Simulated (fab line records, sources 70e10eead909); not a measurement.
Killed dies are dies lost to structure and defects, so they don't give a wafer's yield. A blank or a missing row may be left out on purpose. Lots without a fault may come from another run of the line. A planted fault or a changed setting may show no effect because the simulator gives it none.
Which tool did it? | flow nand_harc | 12 lots, 36 wafers sampled, at 4 steps of a route of 1159

WHAT THE GAUGES READ, wafer by wafer
NHARC_A_WL_FILL_INSPECT_15.
lot  | measured     | on                | raw_defect_count
L075 | day 16 08:32 | defect_inspect-02 | 581 490 370
L077 | day 16 12:56 | defect_inspect-02 | 226 278 266
L080 | day 16 18:33 | defect_inspect-01 | 788 768 426
L081 | day 17 18:49 | defect_inspect-02 | 281 424 225
L082 | day 18 08:40 | defect_inspect-01 | 422 293 359
L087 | day 18 20:20 | defect_inspect-02 | 301 359 411
L088 | day 19 04:11 | defect_inspect-01 | 367 576 515
L089 | day 19 22:31 | defect_inspect-02 | 419 557 359
L091 | day 20 10:48 | defect_inspect-01 | 503 637 463
L095 | day 21 16:45 | defect_inspect-01 | 447 398 415
L097 | day 22 02:46 | defect_inspect-02 | 423 409 436
L096 | day 22 00:40 | defect_inspect-02 | 362 256 425

WHICH TOOL RAN EACH LOT (tool, then ch and the chambers of the sampled wafers, then the start)
lot  | NHARC_A_SLIT_ETCH_24               | NHARC_A_WL_FILL_ALD_02              | NHARC_A_WL_FILL_ETCHBACK_05
L075 | rie_diel-13 ch 0,2,3, day 14 15:25 | ald_metal-01 ch 1,2,3, day 15 05:16 | rie_metal-01 ch 0,1, day 15 12:44
L077 | rie_diel-13 ch 1,2, day 14 17:23   | ald_metal-03 ch 0,2, day 15 05:09   | rie_metal-03 ch 0,1, day 15 12:41
L080 | rie_diel-08 ch 0,1,3, day 14 23:47 | ald_metal-01 ch 1,2,3, day 15 11:02 | rie_metal-01 ch 1, day 15 20:47
L081 | rie_diel-05 ch 0,1,2, day 16 01:09 | ald_metal-03 ch 0,2,3, day 16 13:46 | rie_metal-03 ch 0,1, day 16 21:16
L082 | rie_diel-08 ch 2,3, day 16 17:58   | ald_metal-04 ch 0,1, day 17 05:11   | rie_metal-03 ch 0,1, day 17 12:02
L087 | rie_diel-08 ch 1,2, day 17 06:32   | ald_metal-01 ch 0,2, day 17 18:58   | rie_metal-01 ch 0,1, day 17 22:58
L088 | rie_diel-13 ch 0,1,2, day 17 07:43 | ald_metal-01 ch 2,3, day 17 21:43   | rie_metal-03 ch 0, day 18 02:31
L089 | rie_diel-13 ch 2,3, day 18 05:11   | ald_metal-01 ch 1,2,3, day 18 19:29 | rie_metal-03 ch 0, day 18 23:27
L091 | rie_diel-13 ch 2,3, day 18 19:13   | ald_metal-01 ch 0,2,3, day 19 09:23 | rie_metal-01 ch 0,1, day 19 13:17
L095 | rie_diel-13 ch 0,1,2, day 19 12:50 | ald_metal-03 ch 0,2,3, day 20 00:26 | rie_metal-01 ch 0,1, day 20 04:25
L097 | rie_diel-05 ch 0,1,2, day 20 01:49 | ald_metal-01 ch 2,3, day 20 16:11   | rie_metal-03 ch 0,1, day 20 20:10
L096 | rie_diel-05 ch 0,2,3, day 20 02:33 | ald_metal-04 ch 0,1,3, day 20 16:35 | rie_metal-03 ch 0,1, day 20 22:58
- NHARC_A_SLIT_ETCH_24: etches the open film in CF4/CHF3, target depth 121 nm, time 60.5 s.
- NHARC_A_WL_FILL_ALD_02: deposits TiN, target thk 2 nm, pulse time 3 s, ald cycles 100.
- NHARC_A_WL_FILL_ETCHBACK_05: etches the open film in Cl2/BCl3, target depth 22 nm, time 60 s.

THE ANSWER, worked out from the rows above alone
Rule: what is usual is taken from the lots themselves. Put in order of their means at a reading, lots are off if they are a third of the lots or fewer, leave a main group of 4 or more, and stand apart from it by a gap of 3 or more times the standard deviation of the main group's means; of several such gaps the widest counts. A main group whose means are all the same, to the digits that the tables above print for the reading, isn't used. A lot without any number at a reading at which 4 lots or more have one is off too. The other lots that the step has rows for count as sound.
No lot is off at any reading shown: from this, nothing can be told.

WHAT THE SIMULATOR HAD PUT IN
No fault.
